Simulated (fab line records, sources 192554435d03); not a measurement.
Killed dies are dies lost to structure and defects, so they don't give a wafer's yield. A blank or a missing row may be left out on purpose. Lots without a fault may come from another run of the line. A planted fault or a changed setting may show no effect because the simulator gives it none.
Chamber matching | flow n5_finfet | N5_HKMG_FIN_ETCH_32 on rie_diel-03: 3 sister chambers
The step etches SOC in N2/H2, target depth 240 nm, time 300 s. 3 wafers are shown with their chamber, then 5 later ones without.

WAFERS WITH THEIR CHAMBER
wafer  | chamber | drypump_motor_current_A (A)
L093.3 | 3       | 6.0
L095.2 | 1       | 6.1
L095.3 | 2       | 5.6

WAFERS WITHOUT THEIR CHAMBER
wafer  | drypump_motor_current_A (A)
L097.2 | 6.0
L097.4 | 5.6
L097.5 | 6.2
L096.1 | 5.6
L096.2 | 6.0

WHICH CHAMBER EACH WENT THROUGH
wafer  | from the rows above | in truth
L097.2 | 3                   | 3
L097.4 | 2                   | 2
L097.5 | 1                   | 1
L096.1 | 2                   | 2
L096.2 | 3                   | 3
Placed correctly: 5 of 5. Can't be placed from these rows: 0. Placed wrongly: 0.
How it was worked out, from the rows above alone: a wafer's distance from a chamber is the root of the sum, over the readings, of the square of ((its reading less the chamber's mean) divided by the reading's scatter). The wafer belongs to the nearest chamber; if the next one is less than 2 further off, it can't be placed. A chamber's mean is the mean of its shown wafers. The scatter: with one shown wafer a chamber, the root of the mean of the squares of how far each hidden wafer lies from its nearest shown one.
